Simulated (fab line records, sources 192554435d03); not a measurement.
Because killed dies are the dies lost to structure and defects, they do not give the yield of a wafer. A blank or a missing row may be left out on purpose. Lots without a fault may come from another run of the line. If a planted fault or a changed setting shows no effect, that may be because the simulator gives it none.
Struck lot and sound lot, side by side	flow n5-finfet	22 out of 1938 route steps
Sound: wafers L565.2, L565.3, L565.6. Wafers struck: L571.2, L571.4, L571.6. The cause comes at the end.
Order at every step that has rows: each side's tool, ch and its chambers, its first start. Under that, the readings that differ: sound wafers	struck wafers	difference of the means	sigmas: that difference in standard deviations of wafers without a fault.
alike: readings with means less than 2 such deviations apart, plus words and numbers identical on both sides. not compared: withheld readings, readings lacking a value on some wafer, bounds such as >300 that could conceal the same value, and numbers that have no deviation in the record and whose values overlap.
A row with sigmas, a row that says differs or no value, or rows on one side alone: a step with any of these is where the two part. When numbers do not overlap yet have no deviation, they are printed without sigmas and do not part them. A reading that every wafer of one side lacks parts them only if that side has two wafers or more.

first, 11 steps without rows for these wafers: N5_DUMMY_GATE_SRD_01 (time 30 s); N5_DUMMY_GATE_ALD_02 (deposits SiO2, target thk 2 nm, pulse time 1 s); N5_DUMMY_GATE_CVD_03 (deposits a-Si from SiH4, target thk 150 nm, time 8042 s); N5_DUMMY_GATE_PRECLEAN_46 (cleans in DIW, time 89.5 s); N5_DUMMY_GATE_SRD_47 (dry time 32 s); N5_DUMMY_GATE_CMP_04 (polishes a-Si); N5_DUMMY_GATE_HM_DEP_06 (deposits SiNx from DCS/NH3, target thk 80 nm, time 5141 s); N5_DUMMY_GATE_PECVD_30 (deposits SiO2 from TEOS/O2, target thk 55 nm, time 10.8 s); N5_DUMMY_GATE_COAT_34 (time 60 s, resist thk 60 nm); N5_DUMMY_GATE_COAT_35 (time 60 s, resist thk 10 nm); N5_DUMMY_GATE_COAT_28 (time 60 s, resist thk 10 nm).
N5_DUMMY_GATE_COAT_09: resist thk 30 nm.
  sound on litho-track-03 ch 0, day 3 08:07; struck on litho-track-03 ch 0, day 4 16:29
reading	sound	struck	difference	sigmas
spin-speed-rpm (rpm)	1500.4 1501.5 1501.2	1337.1 1337.9 1338.1	-163.3	-99 or more
model.CAR-EUV_of_DUMMY_GATE_COAT_09.thk-nm (nm)	30.2 30.2 30.2	31.8 31.8 31.8	+1.6	
then, 7 steps without rows for these wafers: N5_DUMMY_GATE_EBR_11; N5_DUMMY_GATE_SOFTBAKE_10 (time 60 s); N5_DUMMY_GATE_EXPOSE_12 (exposes mask GATE, target cd 25 nm); N5_DUMMY_GATE_PEB_13 (peb time 60 s); N5_DUMMY_GATE_DEVELOP_14 (develop time 30 s); N5_DUMMY_GATE_DESCUM_20 (chemistry O2, time 6.2 s); N5_DUMMY_GATE_ETCH_29 (etches underlayer in N2/H2, target depth 13 nm).
N5_DUMMY_GATE_ETCH_36: etches SiARC in CF4, target depth 13 nm.
  sound on rie-diel-04 ch 0,1,3, day 3 08:37; struck on rie-diel-04 ch 1,2,3, day 4 16:59
reading	sound	struck	difference	sigmas
model.CAR-EUV_of_DUMMY_GATE_COAT_09.thk-nm (nm)	11.6 11.4 11.6	13.2 13.2 13	+1.6	
  alike: drypump-motor-current-A, oes-product-au, rf-fwd-power-W, rf-vpp-V, showerhead-plenum-p-Torr, throttle-valve-pct
  not compared: rf-hours-counter-h
then, 1 step without rows for these wafers: N5_DUMMY_GATE_ETCH_37 (etches SOC in N2/H2, target depth 60 nm, overetch 30 nm).
-- a jump in the record: the struck wafers' starts before and after are 5 days apart (it breaks off in module DUMMY_GATE and resumes in module BEOL_M4, where the first step shown is number 1111 of the route) --
N5_BEOL_M4_RC_MEAS_101:
  sound on prober-02 ch 0, day 8 04:36; struck on prober-02 ch 0, day 10 04:13
  alike: DIBL_N, DIBL_P, IOFF_N, IOFF_P, ION_N, ION_P, SS_N, SS_P, VT_N, VT_P

== WHERE THEY PART ==
At N5_DUMMY_GATE_COAT_09 and nowhere else, as far as this record goes. Later steps at which nothing parts them and some readings are alike: N5_DUMMY_GATE_ETCH_36, N5_BEOL_M4_RC_MEAS_101.

WHY: the cause the simulator had injected
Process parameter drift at N5_DUMMY_GATE_COAT_09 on litho-track-03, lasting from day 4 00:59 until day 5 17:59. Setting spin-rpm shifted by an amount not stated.
